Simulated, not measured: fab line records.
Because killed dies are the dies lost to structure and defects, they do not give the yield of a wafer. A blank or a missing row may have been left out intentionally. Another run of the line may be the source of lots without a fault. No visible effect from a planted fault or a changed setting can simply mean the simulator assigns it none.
fab line records	flow n5-finfet
record: lots: 5	wafers: 15	last-day: 18
route steps=1938 shown BEOL_M4@1099 BEOL_M5@1112 PASSIVATION@1936
lots that met no fault: taken from a fault-free run of the same line
start-h: start of the lot's first displayed wafer, in hours after the record's first day	wait-h: hours since the lot's step before	" unchanged from the row above	L1.1+2: a single row standing in for several wafers	- no value, or no start was given	* or withheld: withheld	< > ~ a bound
route shown NAME@n: NAME is a module with steps in the file, n the number in the route of the first one	usual: mean and standard deviation over wafers with no fault	same: alike in all rows	chamber/n: place in a boat	sites: each site's reading	_std_site: standard deviation of those values	_edge_site: inner sites' mean taken away from outer sites' mean	radius-mm: how far each site lies from the wafer's centre	mask NAME#n: copy n	behind: the most recent tool/chamber to have shaped the wafer	hold: the reason the lot was held/the length of the hold in hours/how it ended	device: names the non-switching transistor (n, p or np)	end of line: at the end of the route, the tests of the same wafers	a step without rows: its recipe alone	killed: not the wafer's yield, but the dies lost to structure and defects at the first sort	map: a wafer's dies, x killed, . not, _ none there
set.NAME: the setting the step ran with; set.NAME@STEP: the setting that earlier step ran with	model.NAME: the simulator's own value behind a step, which no gauge read
lots at some steps of the route; a table a step, a row a wafer
services: when a tool's chamber went out of use (start-h, in hours from the record's first day, below 0 if earlier), for how many hours, and the reason
== steps ==
step: N5_BEOL_M4_ANNEAL_95
recipe: temp-c: 400	time-s: 240	ambient: vacuum
step: N5_BEOL_M4_SPUTTER_96
recipe: material: Cu	target-thk-a: 45	temp-c: -20	chamber-pressure-pa: 0.07	power-w: withheld	time-s: 8.29
step: N5_BEOL_M4_ECD_50
recipe: material: Cu	target-thk-a: 3000
step: N5_BEOL_M4_ANNEAL_51
recipe: temp-c: 225	time-s: 90	ambient: N2
step: N5_BEOL_M4_CMP_52
recipe: stop-on: SiOC	t-overpolish-s: 6.8	down-force-psi: 1	platen-rpm: 50	clearing-platen-down-force-psi: 1.5	clearing-platen-rpm: 50	post-cmp-clean: cu-alkaline	target-thk-nm: 40	clearing-platen-pad-velocity-m-s: 0.99484	pad-velocity-m-s: 0.99484
step: N5_BEOL_M4_PRE_CLEAN_60
recipe: gas: NH3/H2	time-s: 15	temp-c: *	rf-power-w: 300
step: N5_BEOL_M4_CO_CAP_55
recipe: material: Co	target-thk-a: 20	temp-c: 200	precursor: CCTBA/H2	pressure-torr: 30	time-s: 102.1
step: N5_BEOL_M4_PRE_CLEAN_56
recipe: gas: NH3	time-s: 15	temp-c: withheld	rf-power-w: 300
step: N5_BEOL_M4_DEP_57
recipe: material: SiCN	target-thk-a: 80	temp-c: withheld	precursor: 3MS/NH3	pressure-torr: 3	rf-w: 202	time-s: 14
step: N5_BEOL_M4_RC_MEAS_101
usual: DIBL_N: 35.9/1.3	DIBL_P: 35.9/1.5	IOFF_N: 0.152/0.023	IOFF_P: 0.204/0.027	ION_N: 673/9.2	ION_P: 462/6.7	SS_N: 71.4/0.48	SS_P: 73.2/0.55	VT_N: 250.3/2.6	VT_P: -250.6/3
lot.wafer	tool	chamber	start-h	wait-h	DIBL_N[mV/V]	DIBL_P[mV/V]	IOFF_N[nA/um]	IOFF_P[nA/um]	ION_N[uA/um]	ION_P[uA/um]	SS_N[mV/dec]	SS_P[mV/dec]	VT_N[mV]	VT_P[mV]
L776.1	prober-01	0	213.05	0.0	35.6	35.9	0.123	0.171	667	460	70.5	73.1	254.2	-253.6
L776.3	"	0	"	"	36.8	37.1	0.144	0.203	658	457	70.9	73.4	252.0	-251.7
L776.4	"	0	"	"	35.9	36.0	0.131	0.174	670	456	70.7	73.5	253.7	-253.1
L782.3	prober-02	0	248.27	0.6	37.8	37.5	0.194	0.215	682	459	71.8	73.4	248.2	-251.7
L782.4	"	0	"	"	36.9	36.7	0.181	0.212	683	466	71.5	73.0	246.0	-252.6
L782.6	"	0	"	"	38.6	38.7	0.214	0.243	680	460	71.8	73.5	245.5	-249.2
L784.2	prober-01	0	249.32	0.2	33.1	32.3	0.133	0.194	660	466	71.9	73.0	252.7	-250.9
L784.3	"	0	"	"	34.5	33.5	0.151	0.209	674	466	71.0	74.4	249.7	-248.4
L784.6	"	0	"	"	33.1	31.6	0.129	0.186	667	460	70.5	73.0	251.7	-251.0
L783.3	prober-01	0	266.58	0.3	34.2	35.6	0.142	0.205	672	459	71.3	72.9	250.4	-249.3
L783.4	"	0	"	"	35.0	36.1	0.152	0.216	673	467	71.4	73.4	247.4	-249.7
L783.5	"	0	"	"	33.9	35.4	0.142	0.196	677	463	71.2	72.7	251.2	-248.4
L794.4	prober-01	0	332.40	0.5	36.9	34.6	0.139	0.201	657	458	71.7	73.5	253.3	-251.9
L794.5	"	0	"	"	36.5	35.2	0.141	0.211	654	458	71.0	73.9	253.8	-252.1
L794.6	"	0	"	"	38.6	37.2	0.187	0.241	672	462	71.9	74.0	249.5	-250.9
step: N5_BEOL_M5_ILD_DEP_00
recipe: material: SiCOH_lowk	target-thk-a: 1406.4	temp-c: 300	precursor: DEMS/porogen	pressure-torr: 5	rf-w: 500	time-s: 25.9
step: N5_BEOL_M5_CURE_79
recipe: temp-c: 385	time-s: 240	ambient: He/Ar	material: SiCOH_lowk
step: N5_BEOL_M5_PECVD_70
recipe: material: SiO2	target-thk-a: 160	temp-c: 400	precursor: TEOS/O2	pressure-torr: 5.5	rf-w: 450	teos-flow-sccm: 53.8	gas: O2	flow-sccm: 3000	time-s: 18
step: N5_BEOL_M5_HM_DEP_02
recipe: material: TiN	target-thk-a: 200	temp-c: 25	chamber-pressure-pa: 0.49996
step: N5_BEOL_M5_COAT_59
recipe: resist: SOC	temp-c: 250	time-s: 60	spin-rpm: 1500	resist-thk-nm: 60
step: N5_BEOL_M5_COAT_60
recipe: resist: SiARC	temp-c: 220	time-s: 60	spin-rpm: 1500	resist-thk-nm: 12
step: N5_BEOL_M5_COAT_71
recipe: resist: underlayer	temp-c: 205	time-s: 60	spin-rpm: 1500	resist-thk-nm: 5
step: N5_BEOL_M5_COAT_05
recipe: resist: CAR-EUV	spin-rpm: 1500	resist-thk-nm: 30
step: N5_BEOL_M5_EBR_07
recipe: solvent: PGMEA	ebr-width-mm: 1.5
step: N5_BEOL_M5_SOFTBAKE_06
recipe: temp-c: 110	time-s: 60	resist: CAR-EUV
step: N5_BEOL_M5_EXPOSE_08
recipe: mask-id: M5	na: 0.33	source-shape: annular	sigma-inner: 0.4	sigma-outer: 0.8	polarization: unpolarized	target-cd-nm: 28	dose-mj: 35.75
step: N5_BEOL_M5_PEB_09
recipe: peb-temp-c: 100	peb-time-s: 60	resist: CAR-EUV
step: N5_BEOL_M5_DEVELOP_10
recipe: develop-time-s: 30	developer: TMAH	resist: CAR-EUV	rinse-liquid: surfactant-rinse	dry: air-spin	dev-temp-c: 23
step: N5_BEOL_M5_DESCUM_16
recipe: chemistry: O2	time-s: 7	source-power-w: 50	bias-power-w: 20	pressure-mtorr: 20	rf-frequency-hz: 2.712e+07	temp-c: 40	resist: CAR-EUV	o2-flow-sccm: 225
step: N5_BEOL_M5_ETCH_72
recipe: chemistry: N2/H2	target: underlayer	target-depth-a: 65	mask-material: CAR-EUV	time-s: 5.2	ion-energy-ev: 200	pressure-mtorr: 30	source-w: 840	bias-w: 150	n2-flow-sccm: 200	h2-flow-sccm: 200	ends: cleared
step: N5_BEOL_M5_ETCH_61
recipe: chemistry: CF4	target: SiARC	target-depth-a: 156	mask-material: CAR-EUV	time-s: 26	ion-energy-ev: 80	pressure-mtorr: 40	source-w: 545	bias-w: 36	Ar_flow_sccm: 100	cf4-flow-sccm: 100	ends: cleared
step: N5_BEOL_M5_ETCH_62
recipe: chemistry: N2/H2	target: SOC	target-depth-a: 750	overetch-a: 150	mask-material: SiARC	temp-c: 40	time-s: 112.5	ion-energy-ev: 200	pressure-mtorr: 30	source-w: 840	bias-w: 150	n2-flow-sccm: 200	h2-flow-sccm: 200
step: N5_BEOL_M5_STRIP_63
recipe: chemistry: N2/H2	temp-c: 40	n2-flow-sccm: 200	h2-flow-sccm: 200	rf-frequency-hz: 6e+07
step: N5_BEOL_M5_STRIP_73
recipe: chemistry: N2/H2	temp-c: 40	n2-flow-sccm: 200	h2-flow-sccm: 200	rf-frequency-hz: 6e+07
step: N5_BEOL_M5_STRIP_64
recipe: chemistry: CF4	resist: SiARC	power-w: 300	bias-power-w: 75	pressure-mtorr: 50	cf4-flow-sccm: 150	rf-frequency-hz: 6e+07
step: N5_BEOL_M5_HM_OPEN_17
recipe: chemistry: Cl2/BCl3	target-depth-a: 200	overetch-a: 60	target: TiN	mask-material: SOC	ion-energy-ev: 150	pressure-mtorr: 10	icp-w: 1000	bias-w: 126	Cl2_flow_sccm: 53.25	bcl3-flow-sccm: 21.75	Ar_flow_sccm: 25
step: N5_BEOL_M5_STRIP_19
recipe: chemistry: O2	power-w: 400	temp-c: 40	pressure-mtorr: 30	rf-frequency-hz: 6e+07	bias-power-w: 0	overash-fraction: 0.2	o2-flow-sccm: 225
step: N5_BEOL_M5_COAT_65
recipe: resist: SOC	temp-c: 250	time-s: 60	spin-rpm: 1500	resist-thk-nm: 60
step: N5_BEOL_M5_COAT_66
recipe: resist: SiARC	temp-c: 220	time-s: 60	spin-rpm: 1500	resist-thk-nm: 12
step: N5_BEOL_M5_ETCH_67
recipe: chemistry: CF4	target: SiARC	target-depth-a: 156	mask-material: CAR-EUV	time-s: 26	ion-energy-ev: 80	pressure-mtorr: 40	source-w: 545	bias-w: 36	Ar_flow_sccm: 100	cf4-flow-sccm: 100	ends: cleared
usual: bias-w: 36.02/0.11	cf4-flow-sccm: 100.0/0.31	drypump-motor-current-A: 5.49/0.28	etch-rf-on-time-s: 26.0/0.33	oes-product-au: 0.64/0.049	rf-vpp-V: 183.8/1.2	showerhead-plenum-p-Torr: 2.12/0.072	throttle-valve-pct: 15.63/0.25
lot.wafer	tool	chamber	start-h	wait-h	bias-w	cf4-flow-sccm	drypump-motor-current-A	etch-rf-on-time-s	oes-product-au	rf-hours-counter-h	rf-vpp-V	showerhead-plenum-p-Torr	throttle-valve-pct	model.CAR-EUV_of_BEOL_M5_COAT_22.thk-nm
L776.1	rie-diel-01	3	218.42	0.0	36.08	100.1	5.68	25.6	0.65	140	184.0	2.07	15.37	11
L776.3	"	2	"	"	36.21	100.1	5.69	26.3	0.60	223	185.3	2.12	15.84	11.2
L776.4	"	3	"	"	36.07	100.5	5.64	25.7	0.66	-	183.2	2.07	15.35	11
L782.3	rie-diel-01	2	252.49	0.0	-	-	-	-	-	-	-	-	-	20.4
L782.4	"	1	"	"	-	-	-	-	-	-	-	-	-	20.4
L782.6	"	0	"	"	-	-	-	-	-	-	-	-	-	20.2
L784.2	rie-diel-06	0	256.42	0.0	-	-	-	-	-	-	-	-	-	20.4
L784.3	"	2	"	"	-	-	-	-	-	-	-	-	-	20.4
L784.6	"	3	"	"	-	-	-	-	-	-	-	-	-	20.4
L783.3	rie-diel-01	1	274.06	0.0	-	-	-	-	-	-	-	-	-	20.2
L783.4	"	2	"	"	-	-	-	-	-	-	-	-	-	20.4
L783.5	"	3	"	"	-	-	-	-	-	-	-	-	-	20.2
L794.4	rie-diel-03	2	339.10	0.0	36.09	100.3	5.27	26.8	0.59	-	183.4	2.12	16.18	11
L794.5	"	1	"	"	36.05	100.2	5.28	26.4	0.63	-	181.9	1.97	15.47	11
L794.6	"	3	"	"	35.82	100.1	5.69	25.9	0.78	-	182.8	2.10	15.47	11
step: N5_BEOL_M5_ETCH_68
recipe: chemistry: N2/H2	target: SOC	target-depth-a: 800	overetch-a: 160	mask-material: SiARC	temp-c: 40	time-s: 120	ion-energy-ev: 200	pressure-mtorr: 30	source-w: 840	bias-w: 150	n2-flow-sccm: 200	h2-flow-sccm: 200
usual: bias-w: 150.0/0.43	chamber-pressure-mTorr: 30.002/0.029	drypump-motor-current-A: 5.50/0.27	oes-product-au: 0.58/0.041	rf-vpp-V: 523.2/2.8	showerhead-plenum-p-Torr: 2.52/0.096	throttle-valve-pct: 17.84/0.25
same: time-s: 120
lot.wafer	tool	chamber	start-h	wait-h	bias-w	chamber-pressure-mTorr	drypump-motor-current-A	oes-product-au	rf-hours-counter-h	rf-vpp-V	showerhead-plenum-p-Torr	throttle-valve-pct
L776.1	rie-diel-01	3	218.45	0.0	150.8	30.012	5.67	0.57	140	521.2	2.45	17.68
L776.3	"	2	"	"	150.6	30.003	5.71	0.54	223	522.9	2.52	18.04
L776.4	"	3	"	"	150.2	29.990	5.68	0.58	-	520.1	2.45	17.68
L782.3	rie-diel-01	2	252.52	0.0	149.4	29.946	5.68	0.26	236	522.9	2.51	18.03
L782.4	"	1	"	"	149.9	29.973	5.60	0.26	235	526.2	2.62	17.93
L782.6	"	0	"	"	150.6	29.981	5.07	0.30	-	522.9	2.56	17.87
L784.2	rie-diel-06	0	256.45	0.0	150.0	30.012	5.48	0.31	76	523.2	2.57	17.46
L784.3	"	2	"	"	150.5	30.035	5.99	0.29	125	526.8	2.67	17.70
L784.6	"	3	"	"	150.2	30.047	5.06	0.27	-	520.0	2.40	17.91
L783.3	rie-diel-01	1	274.09	0.0	149.1	29.984	5.60	0.27	241	525.9	2.62	17.94
L783.4	"	2	"	"	150.1	29.996	5.68	0.26	242	522.5	2.51	18.04
L783.5	"	3	"	"	150.7	30.033	5.66	0.28	-	520.9	2.45	17.68
L794.4	rie-diel-03	2	339.15	0.0	150.3	29.962	5.32	0.54	-	523.4	2.52	18.39
L794.5	"	1	"	"	149.9	29.967	5.25	0.57	-	518.1	2.32	17.55
L794.6	"	3	"	"	150.0	30.018	5.73	0.70	-	522.8	2.50	17.79
step: N5_PASSIVATION_PROBE_49
usual: defect-limited-yield: 91.0/1.5	killed_at_M0_to_M3: 37/12	killed_at_M4_up: 13/5	killed-at-contacts: 13/6.1	killed-at-front-end: 39/11	killed-at-other: 4/3.2	killed-dies: 106/17	killed-on-rim: 13/4.2	killed-open: 69/12	killed-short: 35/7.9	sort_bin_5_function: 5.3/1	sort_bin_6_memory: 3.3/0.68	sort-n-pass: 1074/17	sort-yield-pct: 91.0/1.5
same: gross-dies: 1180	killed-at-back-side: 0	sort_bin_4_leakage[%]: 0	sort_bin_8_speed[%]: 0
lot.wafer	tool	chamber	start-h	wait-h	defect-limited-yield[%]	killed_at_M0_to_M3	killed_at_M4_up	killed-at-contacts	killed-at-front-end	killed-at-other	killed-dies	killed-on-rim	killed-open	killed-short	sort_bin_5_function[%]	sort_bin_6_memory[%]	sort-n-pass	sort-yield-pct[%]
L776.1	prober-01	-	327.94	0.0	90.0	20	11	25	57	5	118	22	83	33	6.3	3.4	1062	90.0
L776.4	prober-01	-	328.09	0.2	90.9	39	16	17	32	3	107	17	66	38	5.4	3.1	1073	90.9
L782.3	prober-01	-	361.55	0.1	0	22	1103	12	42	1	1180	152	50	34	97.1	2.6	0	0
L782.4	prober-01	-	361.60	0.2	0	29	1088	12	43	8	1180	152	54	45	96.7	2.5	0	0
L782.6	prober-01	-	361.70	0.3	0	45	1089	6	39	1	1180	152	66	39	95.8	3.8	0	0
L784.2	prober-02	-	361.74	0.2	0	23	1074	20	62	1	1180	152	97	27	96.4	3.6	0	0
L784.3	prober-02	-	361.79	0.2	0	21	1075	20	62	2	1180	152	75	39	96.9	2.8	0	0
L784.6	prober-02	-	361.94	0.4	0	39	1075	20	46	0	1180	152	76	38	96.3	3.6	0	0
L783.3	prober-01	-	374.51	0.1	0	40	1076	13	49	2	1180	152	74	37	97.1	2.8	0	0
L783.4	prober-01	-	374.56	0.2	0	55	1086	8	28	3	1180	152	68	37	96.2	3.5	0	0
L783.5	prober-01	-	374.61	0.2	0	45	1103	7	23	2	1180	152	56	28	96.4	3.1	0	0
killed by level:class
L776.1 STI_FIN_REVEAL:geometric-particle:open=22 MOL_CONTACT_COAG:geometric-particle:open=18 FIN_SAQP:geometric-particle:open=15 MOL_CONTACT_COAG:geometric-particle:short=7 STI_FIN_REVEAL:geometric-particle:short=5 BEOL_M0_SAQP:geometric-particle:short=5 BEOL_M5:geometric-particle:open=4 MIM_TOP_ETCH:geometric-particle:open=4
L776.4 MOL_CONTACT_COAG:geometric-particle:open=14 BEOL_M0_SAQP:geometric-particle:short=12 BEOL_M3:geometric-particle:open=8 BEOL_M4:geometric-particle:open=7 STI_FIN_REVEAL:geometric-particle:open=6 BEOL_M0_SAQP:geometric-particle:open=6 BEOL_M3:geometric-particle:short=5 GATE_CUT:geometric-particle:short=4
L782.3 BEOL_M5:area-etch=1096 MOL_CONTACT_COAG:geometric-particle:open=10 FIN_SAQP:geometric-particle:open=9 FIN_SAQP:geometric-particle:short=9 BEOL_M0_SAQP:geometric-particle:short=5 BEOL_M3:geometric-particle:open=5 BEOL_M3:geometric-particle:short=4 STI_FIN_REVEAL:geometric-particle:open=3
L782.4 BEOL_M5:area-etch=1080 FIN_SAQP:geometric-particle:short=17 BEOL_M0_SAQP:geometric-particle:short=10 FIN_SAQP:geometric-particle:open=9 MOL_CONTACT_COAG:geometric-particle:open=9 BEOL_M0_SAQP:geometric-particle:open=6 STI_FIN_REVEAL:geometric-particle:open=5 BEOL_M1:geometric-particle:open=5
L782.6 BEOL_M5:area-etch=1075 BEOL_M0_SAQP:geometric-particle:short=13 FIN_SAQP:geometric-particle:open=10 FIN_SAQP:geometric-particle:short=10 BEOL_M0_SAQP:geometric-particle:open=9 BEOL_M3:geometric-particle:open=8 BEOL_M2:geometric-particle:open=6 GATE_CUT:geometric-particle:open=5
L784.2 BEOL_M5:area-etch=1056 STI_FIN_REVEAL:geometric-particle:open=19 FIN_SAQP:geometric-particle:open=18 MOL_CONTACT_COAG:geometric-particle:open=16 BEOL_M4:geometric-particle:open=8 FIN_SAQP:geometric-particle:short=6 BEOL_M1:geometric-particle:open=6 DUMMY_GATE:geometric-particle:open=4
L784.3 BEOL_M5:area-etch=1066 STI_FIN_REVEAL:geometric-particle:open=19 MOL_CONTACT_COAG:geometric-particle:open=18 FIN_SAQP:geometric-particle:short=12 FIN_SAQP:geometric-particle:open=8 STI_FIN_REVEAL:geometric-particle:short=8 BEOL_M1:geometric-particle:open=8 DUMMY_GATE:geometric-particle:open=6
L784.6 BEOL_M5:area-etch=1066 MOL_CONTACT_COAG:geometric-particle:open=14 FIN_SAQP:geometric-particle:open=13 BEOL_M1:geometric-particle:open=10 STI_FIN_REVEAL:geometric-particle:open=9 BEOL_M0_SAQP:geometric-particle:short=8 MOL_CONTACT_COAG:geometric-particle:short=6 BEOL_M1:geometric-particle:short=5
L783.3 BEOL_M5:area-etch=1069 FIN_SAQP:geometric-particle:open=13 MOL_CONTACT_COAG:geometric-particle:open=12 BEOL_M0_SAQP:geometric-particle:open=12 FIN_SAQP:geometric-particle:short=9 DUMMY_GATE:geometric-particle:open=8 BEOL_M0_SAQP:geometric-particle:short=8 BEOL_M2:geometric-particle:open=8
L783.4 BEOL_M5:area-etch=1075 BEOL_M3:geometric-particle:open=16 BEOL_M0_SAQP:geometric-particle:open=13 BEOL_M2:geometric-particle:open=10 GATE_CUT:geometric-particle:short=8 BEOL_M0_SAQP:geometric-particle:short=7 MOL_CONTACT_COAG:geometric-particle:open=5 BEOL_M4:geometric-particle:open=5
L783.5 BEOL_M5:area-etch=1095 FIN_SAQP:geometric-particle:open=8 BEOL_M0_SAQP:geometric-particle:open=8 BEOL_M2:geometric-particle:open=8 BEOL_M3:geometric-particle:open=7 BEOL_M1:geometric-particle:open=6 FIN_SAQP:geometric-particle:short=5 MOL_CONTACT_COAG:geometric-particle:open=5
map L782.3 (x killed, . not)
_________________xxxxxxxxxxxx________________
______________xxxxxxxxxxxxxxxxxx_____________
___________xxxxxxxxxxxxxxxxxxxxxxxx__________
__________xxxxxxxxxxxxxxxxxxxxxxxxxx_________
________xxxxxxxxxxxxxxxxxxxxxxxxxxxxxx_______
_______xxxxxxxxxxxxxxxxxxxxxxxxxxxxxxxx______
______xxxxxxxxxxxxxxxxxxxxxxxxxxxxxxxxxx_____
_____xxxxxxxxxxxxxxxxxxxxxxxxxxxxxxxxxxxx____
____xxxxxxxxxxxxxxxxxxxxxxxxxxxxxxxxxxxxxx___
___xxxxxxxxxxxxxxxxxxxxxxxxxxxxxxxxxxxxxxxx__
___xxxxxxxxxxxxxxxxxxxxxxxxxxxxxxxxxxxxxxxx__
__xxxxxxxxxxxxxxxxxxxxxxxxxxxxxxxxxxxxxxxxxx_
__xxxxxxxxxxxxxxxxxxxxxxxxxxxxxxxxxxxxxxxxxx_
_xxxxxxxxxxxxxxxxxxxxxxxxxxxxxxxxxxxxxxxxxxxx
_xxxxxxxxxxxxxxxxxxxxxxxxxxxxxxxxxxxxxxxxxxxx
_xxxxxxxxxxxxxxxxxxxxxxxxxxxxxxxxxxxxxxxxxxxx
_xxxxxxxxxxxxxxxxxxxxxxxxxxxxxxxxxxxxxxxxxxxx
_xxxxxxxxxxxxxxxxxxxxxxxxxxxxxxxxxxxxxxxxxxxx
_xxxxxxxxxxxxxxxxxxxxxxxxxxxxxxxxxxxxxxxxxxxx
_xxxxxxxxxxxxxxxxxxxxxxxxxxxxxxxxxxxxxxxxxxxx
_xxxxxxxxxxxxxxxxxxxxxxxxxxxxxxxxxxxxxxxxxxxx
__xxxxxxxxxxxxxxxxxxxxxxxxxxxxxxxxxxxxxxxxxx_
__xxxxxxxxxxxxxxxxxxxxxxxxxxxxxxxxxxxxxxxxxx_
___xxxxxxxxxxxxxxxxxxxxxxxxxxxxxxxxxxxxxxxx__
___xxxxxxxxxxxxxxxxxxxxxxxxxxxxxxxxxxxxxxxx__
____xxxxxxxxxxxxxxxxxxxxxxxxxxxxxxxxxxxxxx___
_____xxxxxxxxxxxxxxxxxxxxxxxxxxxxxxxxxxxx____
______xxxxxxxxxxxxxxxxxxxxxxxxxxxxxxxxxx_____
_______xxxxxxxxxxxxxxxxxxxxxxxxxxxxxxxx______
________xxxxxxxxxxxxxxxxxxxxxxxxxxxxxx_______
__________xxxxxxxxxxxxxxxxxxxxxxxxxx_________
___________xxxxxxxxxxxxxxxxxxxxxxxx__________
______________xxxxxxxxxxxxxxxxxx_____________
_________________xxxxxxxxxxxx________________
map L783.3 (x killed, . not)
_________________xxxxxxxxxxxx________________
______________xxxxxxxxxxxxxxxxxx_____________
___________xxxxxxxxxxxxxxxxxxxxxxxx__________
__________xxxxxxxxxxxxxxxxxxxxxxxxxx_________
________xxxxxxxxxxxxxxxxxxxxxxxxxxxxxx_______
_______xxxxxxxxxxxxxxxxxxxxxxxxxxxxxxxx______
______xxxxxxxxxxxxxxxxxxxxxxxxxxxxxxxxxx_____
_____xxxxxxxxxxxxxxxxxxxxxxxxxxxxxxxxxxxx____
____xxxxxxxxxxxxxxxxxxxxxxxxxxxxxxxxxxxxxx___
___xxxxxxxxxxxxxxxxxxxxxxxxxxxxxxxxxxxxxxxx__
___xxxxxxxxxxxxxxxxxxxxxxxxxxxxxxxxxxxxxxxx__
__xxxxxxxxxxxxxxxxxxxxxxxxxxxxxxxxxxxxxxxxxx_
__xxxxxxxxxxxxxxxxxxxxxxxxxxxxxxxxxxxxxxxxxx_
_xxxxxxxxxxxxxxxxxxxxxxxxxxxxxxxxxxxxxxxxxxxx
_xxxxxxxxxxxxxxxxxxxxxxxxxxxxxxxxxxxxxxxxxxxx
_xxxxxxxxxxxxxxxxxxxxxxxxxxxxxxxxxxxxxxxxxxxx
_xxxxxxxxxxxxxxxxxxxxxxxxxxxxxxxxxxxxxxxxxxxx
_xxxxxxxxxxxxxxxxxxxxxxxxxxxxxxxxxxxxxxxxxxxx
_xxxxxxxxxxxxxxxxxxxxxxxxxxxxxxxxxxxxxxxxxxxx
_xxxxxxxxxxxxxxxxxxxxxxxxxxxxxxxxxxxxxxxxxxxx
_xxxxxxxxxxxxxxxxxxxxxxxxxxxxxxxxxxxxxxxxxxxx
__xxxxxxxxxxxxxxxxxxxxxxxxxxxxxxxxxxxxxxxxxx_
__xxxxxxxxxxxxxxxxxxxxxxxxxxxxxxxxxxxxxxxxxx_
___xxxxxxxxxxxxxxxxxxxxxxxxxxxxxxxxxxxxxxxx__
___xxxxxxxxxxxxxxxxxxxxxxxxxxxxxxxxxxxxxxxx__
____xxxxxxxxxxxxxxxxxxxxxxxxxxxxxxxxxxxxxx___
_____xxxxxxxxxxxxxxxxxxxxxxxxxxxxxxxxxxxx____
______xxxxxxxxxxxxxxxxxxxxxxxxxxxxxxxxxx_____
_______xxxxxxxxxxxxxxxxxxxxxxxxxxxxxxxx______
________xxxxxxxxxxxxxxxxxxxxxxxxxxxxxx_______
__________xxxxxxxxxxxxxxxxxxxxxxxxxx_________
___________xxxxxxxxxxxxxxxxxxxxxxxx__________
______________xxxxxxxxxxxxxxxxxx_____________
_________________xxxxxxxxxxxx________________
== services ==
tool	chamber	start-h	hours	kind
rie-diel-01	0	210.39	10.2	repair
rie-diel-03	2	241.27	5.7	repair
rie-diel-03	3	244.60	9.1	repair
rie-diel-06	2	269.26	3.9	repair
rie-diel-03	3	274.20	-	clean
rie-diel-03	3	274.20	-	consumable-replace:focus-ring
rie-diel-03	3	274.20	15.2	scheduled-down
rie-diel-03	3	274.20	15.2	vent-cycle
rie-diel-01	0	275.92	17.7	repair
rie-diel-01	2	304.47	-	clean
rie-diel-01	2	304.47	-	consumable-replace:focus-ring
rie-diel-01	2	304.47	25.8	scheduled-down
rie-diel-01	2	304.47	25.8	vent-cycle
rie-diel-06	3	313.37	-	clean
rie-diel-06	3	313.37	-	consumable-replace:esc
rie-diel-06	3	313.37	-	consumable-replace:focus-ring
rie-diel-06	3	313.37	-	consumable-replace:showerhead
rie-diel-06	3	313.37	27.8	scheduled-down
rie-diel-06	3	313.37	27.8	vent-cycle
rie-diel-01	1	330.27	-	clean
rie-diel-01	1	330.27	-	consumable-replace:focus-ring
rie-diel-01	1	330.27	16.7	scheduled-down
rie-diel-01	1	330.27	16.7	vent-cycle
rie-diel-03	0	338.53	-	clean
== key ==
first-sign: step: N5_BEOL_M5_ETCH_67	reading: tool-record	direction: missing
effect: step: N5_BEOL_M5_ETCH_68	reading: oes-product-au	direction: down	sigmas: 7.2	usual: 0.58	struck: 0.28
effect: step: N5_PASSIVATION_PROBE_49	reading: killed_at_M4_up	direction: up	sigmas: 99+	usual: 13	struck: 1085
model-effect: step: N5_BEOL_M5_ETCH_67	value: CAR-EUV_of_BEOL_M5_COAT_22.thk-nm	without: 11.13	struck: 20.33
more-kills-born-at: N5_BEOL_M5_ETCH_67@rie-diel-01: 6490	N5_BEOL_M5_ETCH_67@rie-diel-06: 3188
met-at N5_BEOL_M5_ETCH_67
struck-wafers L782.3,L782.4,L782.6,L783.3,L783.4,L783.5,L784.2,L784.3,L784.6
later-rows-left-out L782.3,L782.4,L782.6,L783.3,L783.4,L783.5,L784.2,L784.3,L784.6
onset-between 218.42 252.49
fault: kind: skipped-step-whole	tool: rie-diel-01,rie-diel-06	chamber: -	onset-h: 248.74	steps: N5_BEOL_M5_ETCH_67	scope: struck-lots-only
later-rows-left-out: the simulator's readings of these wafers behind a module that went badly wrong aren't trusted and aren't shown, but for the sort
